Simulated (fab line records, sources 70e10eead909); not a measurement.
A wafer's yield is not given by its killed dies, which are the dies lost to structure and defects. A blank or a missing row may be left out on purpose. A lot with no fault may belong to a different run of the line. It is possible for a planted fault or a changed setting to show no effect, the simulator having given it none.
Comparing a struck lot with a sound one ; flow nand harc ; 13 out of 1159 route steps
Sound: the wafers L428.2, L428.3, L428.5. Struck: wafer L443.5 (left out: L443.3, L443.4 of the same lot, which were not struck); the cause appears at the end.
Per side, at each step with rows, come the tool, then ch with its chambers, and then its first start. Under that, the readings that differ: sound wafers ; struck wafers ; difference of the means ; sigmas: that difference in standard deviations of wafers without a fault.
alike: words and numbers the same on both sides, and readings whose means are apart by under 2 such deviations; not compared: readings that were withheld, readings missing a value for some wafer, numbers with overlapping values and no deviation given by the record, and bounds like >300 which may hide the same value.
A row with sigmas, a row that says differs or no value, or rows on one side alone: a step with any of these is where the two part. When numbers do not overlap yet have no deviation, they are printed without sigmas and do not part them. A reading missing from all wafers of one side parts the sides only when that side holds two or more wafers.

NHARC_A_STAIRCASE_ETCH_13: etches the open film in C4F8/O2, target depth 100 nm, time 40.5 s.
  sound on rie diel-11 ch 1,2; struck on rie diel-11 ch 0
reading;sound;struck;difference;sigmas
rf vpp V (V);903 898 901;888;-13;-3
  alike: oes product au
  not compared: rf hours counter h
then, 2 steps without rows for these wafers: NHARC_A_STAIRCASE_TRIM_14 (chemistry O2, time 211.2 s); NHARC_A_STAIRCASE_ETCH_15 (etches the open film in C4F8/O2, target depth 100 nm, time 40.5 s).
NHARC_A_STAIRCASE_TRIM_16: chemistry O2, time 211.2 s.
  sound on rie diel-11 ch 0,1; struck on rie diel-11 ch 2
  alike: drypump motor current A, oes product au, rf vpp V, run length s, showerhead plenum p Torr, throttle valve pct
  not compared: rf hours counter h
then, 2 steps without rows for these wafers: NHARC_A_STAIRCASE_ETCH_17 (etches the open film in C4F8/O2, target depth 100 nm, time 40.5 s); NHARC_A_STAIRCASE_TRIM_18 (chemistry O2, time 211.2 s).
NHARC_A_STAIRCASE_ETCH_19: etches the open film in C4F8/O2, target depth 100 nm, time 40.5 s.
  sound on rie diel-11 ch 0,1,2; struck on rie diel-11 ch 3
  alike: oes product au, rf vpp V
  not compared: rf hours counter h
then, 2 steps without rows for these wafers: NHARC_A_STAIRCASE_TRIM_20 (chemistry O2, time 211.2 s); NHARC_A_STAIRCASE_ETCH_21 (etches the open film in C4F8/O2, target depth 100 nm, time 40.5 s).
NHARC_A_STAIRCASE_TRIM_22: chemistry O2, time 211.2 s.
  sound on rie diel-11 ch 0,1,3; struck on rie diel-11 ch 0
  alike: drypump motor current A, oes product au, rf vpp V, run length s, showerhead plenum p Torr, throttle valve pct
  not compared: rf hours counter h
then, 1 step without rows for these wafers: NHARC_A_STAIRCASE_ETCH_23 (etches the open film in C4F8/O2, target depth 100 nm, time 40.5 s).
NHARC_A_STAIRCASE_TRIM_24: chemistry O2, time 211.2 s.
  sound on rie diel-11 ch 1,2, day 11 10:53; struck on rie diel-11 ch 0, day 14 14:49
reading;sound;struck;difference;sigmas
drypump motor current A (A);6.5 6.3 6.3;5.4;-1.0;-3
rf vpp V (V);58.6 58.7 58.9;55.7;-3.0;-4
run length s (s);231.4 233.3 233.0;311.8;+79.2;+99 or more
showerhead plenum p Torr (Torr);3.64 3.68 3.68;3.31;-0.36;-3
  alike: oes product au, throttle valve pct
  not compared: rf hours counter h
NHARC_A_STAIRCASE_ETCH_25: etches the open film in C4F8/O2, target depth 100 nm, time 40.5 s.
  sound on rie diel-11 ch 1,2,3; struck on rie diel-11 ch 1
  alike: oes product au, rf vpp V
  not compared: rf hours counter h

WHERE THEY PART
At NHARC_A_STAIRCASE_ETCH_13 first; at NHARC_A_STAIRCASE_TRIM_24 last (within this record only). Later steps at which nothing parts them and some readings are alike: NHARC_A_STAIRCASE_ETCH_25.

WHY: whatever the simulator had introduced
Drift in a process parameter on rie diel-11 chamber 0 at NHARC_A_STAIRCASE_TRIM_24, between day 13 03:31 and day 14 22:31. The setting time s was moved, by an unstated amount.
